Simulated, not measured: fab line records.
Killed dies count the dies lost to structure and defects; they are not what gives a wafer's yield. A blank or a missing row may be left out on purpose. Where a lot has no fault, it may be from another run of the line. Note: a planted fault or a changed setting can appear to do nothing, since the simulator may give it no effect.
Which tool was responsible? / flow nand harc / 12 lots with 36 wafers sampled at 5 steps, on a route of 1302 steps

WHAT THE GAUGES SHOWED, per wafer
NHARC_END_SORT_01. Usual: killed at array 55, standard deviation 20; killed at other 1.2, standard deviation 1.3; killed at periphery 4.0, standard deviation 3; killed dies 60, standard deviation 21; killed open 3.2, standard deviation 1.9; killed short 2.5, standard deviation 1.6.
lot=L882; measured=day 26 06:44; on=prober-02; killed at array=61 52 55; killed at other=4 1 2; killed at periphery=1 0 3; killed dies=66 53 60; killed open=4 6 4; killed short=5 0 2; flag=
lot=L886; measured=day 29 21:17; on=prober-01; killed at array=43 50 70; killed at other=1 6 1; killed at periphery=3 2 1; killed dies=47 58 72; killed open=3 4 3; killed short=3 0 5; flag=
lot=L887; measured=day 29 12:41; on=prober-02; killed at array=670 672 666; killed at other=2 2 2; killed at periphery=5 3 9; killed dies=677 677 677; killed open=3 3 4; killed short=5 1 2; flag=OFF
lot=L888; measured=day 29 02:29; on=prober-02; killed at array=673 670 668; killed at other=3 2 4; killed at periphery=1 5 5; killed dies=677 677 677; killed open=0 5 3; killed short=0 1 2; flag=OFF
lot=L890; measured=day 30 05:29; on=prober-02; killed at array=674 675 672; killed at other=0 0 1; killed at periphery=3 2 4; killed dies=677 677 677; killed open=7 3 2; killed short=2 3 3; flag=OFF
lot=L893; measured=day 31 03:42; on=prober-01; killed at array=54 41 49; killed at other=1 1 2; killed at periphery=2 2 4; killed dies=57 44 55; killed open=1 6 5; killed short=4 1 5; flag=

EACH LOT AND THE TOOL THAT RAN IT (in order: tool; ch and the chambers of the sampled wafers; start)
lot=L879; NHARC_A_STAIRCASE_DEP_280=pecvd-03 ch 1,2, day 17 12:32; NHARC_A_STAIRCASE_ETCH_294=rie diel-13 ch 1,2, day 17 18:37 or earlier; NHARC_A_STAIRCASE_DESCUM_312=rie diel-08 ch 2,3, day 17 18:37; NHARC_A_STAIRCASE_HM_OPEN_463=rie diel-08 ch 0,1,3, day 17 18:50
lot=L882; NHARC_A_STAIRCASE_DEP_280=pecvd-04 ch 0,1,2, day 18 12:37; NHARC_A_STAIRCASE_ETCH_294=rie diel-08 ch 0,1,2, day 18 19:29 or earlier; NHARC_A_STAIRCASE_DESCUM_312=rie diel-13 ch 0,2, day 18 19:29; NHARC_A_STAIRCASE_HM_OPEN_463=rie diel-13 ch 0,2,3, day 18 19:43
lot=L886; NHARC_A_STAIRCASE_DEP_280=pecvd-02 ch 1,2, day 21 03:55; NHARC_A_STAIRCASE_ETCH_294=rie diel-13 ch 0,1,2, day 21 15:19 or earlier; NHARC_A_STAIRCASE_DESCUM_312=rie diel-04 ch 0,2,3, day 21 15:19; NHARC_A_STAIRCASE_HM_OPEN_463=rie diel-04 ch 0,1,3, day 21 15:32
lot=L887; NHARC_A_STAIRCASE_DEP_280=pecvd-02 ch 0,2, day 21 16:41; NHARC_A_STAIRCASE_ETCH_294=rie diel-13 ch 0,2,3, day 21 22:53 or earlier; NHARC_A_STAIRCASE_DESCUM_312=rie diel-08 ch 1,3, day 21 22:53; NHARC_A_STAIRCASE_HM_OPEN_463=rie diel-08 ch 0,1,2, day 21 23:04
lot=L888; NHARC_A_STAIRCASE_DEP_280=pecvd-03 ch 0,1,2, day 21 18:16; NHARC_A_STAIRCASE_ETCH_294=rie diel-04 ch 0,2,3, day 22 01:10 or earlier; NHARC_A_STAIRCASE_DESCUM_312=rie diel-13 ch 0, day 22 01:10; NHARC_A_STAIRCASE_HM_OPEN_463=rie diel-13 ch 0,2, day 22 01:35
lot=L890; NHARC_A_STAIRCASE_DEP_280=pecvd-03 ch 0,2, day 22 15:55; NHARC_A_STAIRCASE_ETCH_294=rie diel-04 ch 1,2,3, day 23 00:02 or earlier; NHARC_A_STAIRCASE_DESCUM_312=rie diel-08 ch 2,3, day 23 00:02; NHARC_A_STAIRCASE_HM_OPEN_463=rie diel-08 ch 0,1, day 23 00:14
lot=L892; NHARC_A_STAIRCASE_DEP_280=pecvd-04 ch 0,2, day 23 03:05; NHARC_A_STAIRCASE_ETCH_294=rie diel-13 ch 0,1,3, day 23 08:56 or earlier; NHARC_A_STAIRCASE_DESCUM_312=rie diel-08 ch 0,1, day 23 08:56; NHARC_A_STAIRCASE_HM_OPEN_463=rie diel-08 ch 2,3, day 23 09:25
lot=L894; NHARC_A_STAIRCASE_DEP_280=pecvd-03 ch 0,1,2, day 23 11:15; NHARC_A_STAIRCASE_ETCH_294=rie diel-13 ch 0,1,2, day 23 19:54 or earlier; NHARC_A_STAIRCASE_DESCUM_312=rie diel-13 ch 0,1,3, day 23 19:54; NHARC_A_STAIRCASE_HM_OPEN_463=rie diel-13 ch 1,2,3, day 23 20:13
lot=L893; NHARC_A_STAIRCASE_DEP_280=pecvd-03 ch 1,2, day 23 11:40; NHARC_A_STAIRCASE_ETCH_294=rie diel-13 ch 0,1,2, day 23 19:57 or earlier; NHARC_A_STAIRCASE_DESCUM_312=rie diel-13 ch 1,2, day 23 19:57; NHARC_A_STAIRCASE_HM_OPEN_463=rie diel-13 ch 0,1, day 23 20:23
lot=L897; NHARC_A_STAIRCASE_DEP_280=pecvd-02 ch 0,1, day 25 02:24; NHARC_A_STAIRCASE_ETCH_294=rie diel-08 ch 0,2, day 25 08:24 or earlier; NHARC_A_STAIRCASE_DESCUM_312=rie diel-04 ch 0,2,3, day 25 08:24; NHARC_A_STAIRCASE_HM_OPEN_463=rie diel-04 ch 0,2,3, day 25 08:52
lot=L898; NHARC_A_STAIRCASE_DEP_280=pecvd-03 ch 0,1,2, day 25 11:00; NHARC_A_STAIRCASE_ETCH_294=rie diel-13 ch 1,2,3, day 25 17:10 or earlier; NHARC_A_STAIRCASE_DESCUM_312=rie diel-08 ch 1,2,3, day 25 17:10; NHARC_A_STAIRCASE_HM_OPEN_463=rie diel-08 ch 1,2,3, day 25 17:22
lot=L900; NHARC_A_STAIRCASE_DEP_280=pecvd-02 ch 0,1,2, day 26 09:22; NHARC_A_STAIRCASE_ETCH_294=rie diel-08 ch 1,2, day 26 18:10 or earlier; NHARC_A_STAIRCASE_DESCUM_312=rie diel-08 ch 0,1, day 26 18:10; NHARC_A_STAIRCASE_HM_OPEN_463=rie diel-08 ch 0,2, day 26 18:25
- NHARC_A_STAIRCASE_DEP_280: deposits SiON, target thk 30 nm.
- NHARC_A_STAIRCASE_ETCH_294: etches the open film in C4F8/O2/Ar, target depth 4989 nm, time 1211.6 s.
- NHARC_A_STAIRCASE_DESCUM_312: chemistry O2, time 3 s.
- NHARC_A_STAIRCASE_HM_OPEN_463: chemistry O2/COS.

WHAT THE TOOLS THEMSELVES READ (means of the sampled wafers that have a number; where no wafer has one, the mark that the record gives instead)
NHARC_A_STAIRCASE_DEP_280. Usual: heater power w at 696 W, with a standard deviation of 76.
lot=L879; tool=pecvd-03; heater power w (W)=692; flag=
lot=L882; tool=pecvd-04; heater power w (W)=616; flag=
lot=L886; tool=pecvd-02; heater power w (W)=660; flag=
lot=L887; tool=pecvd-02; heater power w (W)=837; flag=
lot=L888; tool=pecvd-03; heater power w (W)=627; flag=
lot=L890; tool=pecvd-03; heater power w (W)=650; flag=
lot=L892; tool=pecvd-04; heater power w (W)=698; flag=
lot=L894; tool=pecvd-03; heater power w (W)=672; flag=
lot=L893; tool=pecvd-03; heater power w (W)=743; flag=
lot=L897; tool=pecvd-02; heater power w (W)=704; flag=
lot=L898; tool=pecvd-03; heater power w (W)=677; flag=
lot=L900; tool=pecvd-02; heater power w (W)=708; flag=

NHARC_A_STAIRCASE_ETCH_294. Usual: bias w 3000 W, standard deviation 8.6; oes product au 0.933 a.u., standard deviation 0.013; rf vpp V 1828 V, standard deviation 11.
lot=L879; tool=rie diel-13; bias w (W)=2995; oes product au (a.u.)=0.932; rf vpp V (V)=1841; flag=
lot=L882; tool=rie diel-08; bias w (W)=3003; oes product au (a.u.)=0.947; rf vpp V (V)=1827; flag=
lot=L886; tool=rie diel-13; bias w (W)=3003; oes product au (a.u.)=0.928; rf vpp V (V)=1829; flag=
lot=L887; tool=rie diel-13; bias w (W)=3003; oes product au (a.u.)=0.942; rf vpp V (V)=1818; flag=
lot=L888; tool=rie diel-04; bias w (W)=3011; oes product au (a.u.)=0.925; rf vpp V (V)=1833; flag=
lot=L890; tool=rie diel-04; bias w (W)=3000; oes product au (a.u.)=0.932; rf vpp V (V)=1834; flag=
lot=L892; tool=rie diel-13; bias w (W)=2995; oes product au (a.u.)=0.936; rf vpp V (V)=1823; flag=
lot=L894; tool=rie diel-13; bias w (W)=3003; oes product au (a.u.)=0.937; rf vpp V (V)=1829; flag=
lot=L893; tool=rie diel-13; bias w (W)=3003; oes product au (a.u.)=0.935; rf vpp V (V)=1829; flag=
lot=L897; tool=rie diel-08; bias w (W)=2995; oes product au (a.u.)=0.943; rf vpp V (V)=1828; flag=
lot=L898; tool=rie diel-13; bias w (W)=2996; oes product au (a.u.)=0.937; rf vpp V (V)=1826; flag=
lot=L900; tool=rie diel-08; bias w (W)=3000; oes product au (a.u.)=0.938; rf vpp V (V)=1824; flag=

NHARC_A_STAIRCASE_DESCUM_312. Usual: drypump motor current A 5.8 A, standard deviation 0.41; oes product au 1.002 a.u., standard deviation 0.01; rf vpp V 57.7 V, standard deviation 0.94; showerhead plenum p Torr 1.92 Torr, standard deviation 0.082; throttle valve pct 11.310 %, standard deviation 0.0092.
lot=L879; tool=rie diel-08; drypump motor current A (A)=5.5; oes product au (a.u.)=1.001; rf vpp V (V)=57.6; showerhead plenum p Torr (Torr)=1.86; throttle valve pct (%)=11.320; flag=
lot=L882; tool=rie diel-13; drypump motor current A (A)=5.9; oes product au (a.u.)=1.001; rf vpp V (V)=57.9; showerhead plenum p Torr (Torr)=1.87; throttle valve pct (%)=11.309; flag=
lot=L886; tool=rie diel-04; drypump motor current A (A)=6.2; oes product au (a.u.)=1.003; rf vpp V (V)=58.3; showerhead plenum p Torr (Torr)=1.96; throttle valve pct (%)=11.313; flag=
lot=L887; tool=rie diel-08; drypump motor current A (A)=5.8; oes product au (a.u.)=1.008; rf vpp V (V)=57.5; showerhead plenum p Torr (Torr)=1.86; throttle valve pct (%)=11.303; flag=
lot=L888; tool=rie diel-13; drypump motor current A (A)=5.9; oes product au (a.u.)=0.983; rf vpp V (V)=57.1; showerhead plenum p Torr (Torr)=1.84; throttle valve pct (%)=11.320; flag=
lot=L890; tool=rie diel-08; drypump motor current A (A)=5.4; oes product au (a.u.)=1.004; rf vpp V (V)=57.7; showerhead plenum p Torr (Torr)=1.87; throttle valve pct (%)=11.315; flag=
lot=L892; tool=rie diel-08; drypump motor current A (A)=5.8; oes product au (a.u.)=1.007; rf vpp V (V)=57.4; showerhead plenum p Torr (Torr)=1.89; throttle valve pct (%)=11.312; flag=
lot=L894; tool=rie diel-13; drypump motor current A (A)=6.0; oes product au (a.u.)=0.998; rf vpp V (V)=57.6; showerhead plenum p Torr (Torr)=1.89; throttle valve pct (%)=11.309; flag=
lot=L893; tool=rie diel-13; drypump motor current A (A)=5.8; oes product au (a.u.)=1.012; rf vpp V (V)=57.7; showerhead plenum p Torr (Torr)=1.96; throttle valve pct (%)=11.313; flag=
lot=L897; tool=rie diel-04; drypump motor current A (A)=6.2; oes product au (a.u.)=1.002; rf vpp V (V)=58.0; showerhead plenum p Torr (Torr)=1.95; throttle valve pct (%)=11.307; flag=
lot=L898; tool=rie diel-08; drypump motor current A (A)=5.6; oes product au (a.u.)=1.003; rf vpp V (V)=57.1; showerhead plenum p Torr (Torr)=1.86; throttle valve pct (%)=11.310; flag=
lot=L900; tool=rie diel-08; drypump motor current A (A)=5.8; oes product au (a.u.)=0.998; rf vpp V (V)=57.1; showerhead plenum p Torr (Torr)=1.88; throttle valve pct (%)=11.307; flag=

NHARC_A_STAIRCASE_HM_OPEN_463. Usual: bias w 300.0 W (standard deviation 0.91); chamber pressure mTorr 20.000 mTorr (standard deviation 0.018); drypump motor current A 5.8 A (standard deviation 0.43); oes product au 1.002 a.u. (standard deviation 0.011); rf vpp V 467.1 V (standard deviation 2.7); showerhead plenum p Torr 3.12 Torr (standard deviation 0.13); throttle valve pct 28.329 % (standard deviation 0.0094).
lot=L879; tool=rie diel-08; bias w (W)=299.9; chamber pressure mTorr (mTorr)=20.020; drypump motor current A (A)=5.7; oes product au (a.u.)=1.000; rf vpp V (V)=466.3; showerhead plenum p Torr (Torr)=3.08; throttle valve pct (%)=28.333; flag=
lot=L882; tool=rie diel-13; bias w (W)=298.8; chamber pressure mTorr (mTorr)=20.003; drypump motor current A (A)=6.1; oes product au (a.u.)=1.006; rf vpp V (V)=466.4; showerhead plenum p Torr (Torr)=3.03; throttle valve pct (%)=28.332; flag=
lot=L886; tool=rie diel-04; bias w (W)=301.1; chamber pressure mTorr (mTorr)=19.996; drypump motor current A (A)=5.8; oes product au (a.u.)=1.005; rf vpp V (V)=468.8; showerhead plenum p Torr (Torr)=3.17; throttle valve pct (%)=28.326; flag=
lot=L887; tool=rie diel-08; bias w (W)=-; chamber pressure mTorr (mTorr)=-; drypump motor current A (A)=-; oes product au (a.u.)=-; rf vpp V (V)=-; showerhead plenum p Torr (Torr)=-; throttle valve pct (%)=-; flag=OFF
lot=L888; tool=rie diel-13; bias w (W)=-; chamber pressure mTorr (mTorr)=-; drypump motor current A (A)=-; oes product au (a.u.)=-; rf vpp V (V)=-; showerhead plenum p Torr (Torr)=-; throttle valve pct (%)=-; flag=OFF
lot=L890; tool=rie diel-08; bias w (W)=-; chamber pressure mTorr (mTorr)=-; drypump motor current A (A)=-; oes product au (a.u.)=-; rf vpp V (V)=-; showerhead plenum p Torr (Torr)=-; throttle valve pct (%)=-; flag=OFF
lot=L892; tool=rie diel-08; bias w (W)=300.4; chamber pressure mTorr (mTorr)=19.984; drypump motor current A (A)=5.5; oes product au (a.u.)=0.995; rf vpp V (V)=465.6; showerhead plenum p Torr (Torr)=3.02; throttle valve pct (%)=28.323; flag=
lot=L894; tool=rie diel-13; bias w (W)=299.5; chamber pressure mTorr (mTorr)=20.022; drypump motor current A (A)=6.0; oes product au (a.u.)=1.005; rf vpp V (V)=467.5; showerhead plenum p Torr (Torr)=3.12; throttle valve pct (%)=28.322; flag=
lot=L893; tool=rie diel-13; bias w (W)=300.6; chamber pressure mTorr (mTorr)=19.994; drypump motor current A (A)=5.6; oes product au (a.u.)=0.994; rf vpp V (V)=469.5; showerhead plenum p Torr (Torr)=3.23; throttle valve pct (%)=28.330; flag=
lot=L897; tool=rie diel-04; bias w (W)=299.9; chamber pressure mTorr (mTorr)=19.972; drypump motor current A (A)=6.2; oes product au (a.u.)=0.995; rf vpp V (V)=468.8; showerhead plenum p Torr (Torr)=3.18; throttle valve pct (%)=28.334; flag=
lot=L898; tool=rie diel-08; bias w (W)=300.7; chamber pressure mTorr (mTorr)=20.019; drypump motor current A (A)=5.6; oes product au (a.u.)=0.997; rf vpp V (V)=465.2; showerhead plenum p Torr (Torr)=3.04; throttle valve pct (%)=28.331; flag=
lot=L900; tool=rie diel-08; bias w (W)=299.6; chamber pressure mTorr (mTorr)=20.005; drypump motor current A (A)=5.5; oes product au (a.u.)=1.013; rf vpp V (V)=466.6; showerhead plenum p Torr (Torr)=3.10; throttle valve pct (%)=28.316; flag=

THE ANSWER, worked out from the rows above alone
Rule: a lot counts as off when the mean over its wafers that have a number is more than 3 standard deviations away from the usual mean. Also off: a lot with no number at a reading for which 4 or more lots have one. The other lots that the step has rows for count as sound. Order of review: gauges by route order, followed by the tools' own readings, for which a lot's mean as printed above is used. The first step at which some lot is off is used, and at that step the reading that is off furthest; a lot without a number counts as furthest.
Off at NHARC_END_SORT_01 (killed at array): L887, L888, L890. Neither off nor sound, because the step has no rows for them: L879, L892, L894, L897, L898, L900.
If a tool, at a process step before that reading, ran all the lots that are off and no sound lot after the first of them, it fits. The gauges at NHARC_END_SORT_01 aren't tried: what is off there is off at NHARC_A_STAIRCASE_HM_OPEN_463 too, on other tools, and a gauge's error can't cause that. Because NHARC_A_STAIRCASE_ETCH_294 lacks a start for some lots, the hours and order of its lots are taken from NHARC_A_STAIRCASE_DESCUM_312. None of those tried fits.

WHAT THE SIMULATOR PUT IN
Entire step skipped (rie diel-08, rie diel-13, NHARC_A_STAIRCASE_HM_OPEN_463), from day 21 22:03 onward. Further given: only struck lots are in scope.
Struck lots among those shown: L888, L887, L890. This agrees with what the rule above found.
